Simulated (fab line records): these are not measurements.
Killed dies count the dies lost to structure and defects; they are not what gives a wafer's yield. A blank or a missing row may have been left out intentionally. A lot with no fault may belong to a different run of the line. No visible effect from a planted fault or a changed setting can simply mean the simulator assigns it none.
Chamber matching	flow nand_harc	4 sister chambers for NHARC_THIN_TSV_DESCUM_35 on rie_diel-08
The step chemistry O2, time 3 s. 14 wafers are shown with their chamber, then 7 later ones without.

WAFERS WITH THEIR CHAMBER
wafer	chamber	drypump_motor_current_A (A)	throttle_valve_pct (%)	oes_product_au (a.u.)
L543.1	3	5.6	11.319	0.989
L543.4	1	6.8	11.304	0.995
L543.5	0	6.4	11.313	1.009
L545.1	2	5.6	11.305	0.996
L545.2	3	5.6	11.320	0.985
L545.4	0	6.3	11.315	1.000
L547.2	2	5.6	11.297	1.003
L547.5	0	6.3	11.301	0.994
L547.6	1	6.8	11.313	0.998
L550.2	2	5.6	11.303	1.001
L550.3	0	6.3	11.315	1.001
L550.4	1	6.8	11.320	1.003
L558.1	0	6.3	11.310	0.992
L558.3	2	5.6	11.308	0.991

SIGNATURES, as means of the wafers listed above
reading	chamber 0	chamber 1	chamber 2	chamber 3	scatter within a chamber
drypump_motor_current_A	6.320	6.800	5.600	5.600	0.0283
throttle_valve_pct	11.31080	11.31233	11.30325	11.31950	0.00575
oes_product_au	0.99920	0.99867	0.99775	0.98700	0.00553
Rule: a wafer lies at a distance from a chamber equal to the root of the sum of squares, over the readings, of (its reading less the chamber's mean, divided by the reading's scatter). The wafer belongs to the nearest chamber; if the next one is less than 2 further off, it can't be placed. The scatter is the square root of a quotient: the sum, over the shown wafers, of each reading's squared deviation from its chamber's mean, divided by wafers minus chambers.

WAFERS WITHOUT THEIR CHAMBER
wafer	drypump_motor_current_A (A)	throttle_valve_pct (%)	oes_product_au (a.u.)
L558.5	5.5	11.303	0.998
L560.1	6.3	11.304	1.008
L560.4	5.6	11.313	1.005
L560.5	6.8	11.308	1.012
L561.3	5.6	11.329	0.994
L561.4	5.6	11.312	0.997
L561.5	5.6	11.319	1.005

WHICH CHAMBER EACH ONE RAN IN
wafer	from the rows above	in truth
L558.5	can't be placed: 2 or 3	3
L560.1	0	0
L560.4	can't be placed: 2 or 3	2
L560.5	1	1
L561.3	3	3
L561.4	can't be placed: 2 or 3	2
L561.5	can't be placed: 2 or 3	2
3 of 7 placed correctly. Can't be placed from these rows: 4 (the true chamber is among the candidates in 4). 0 placed wrongly.
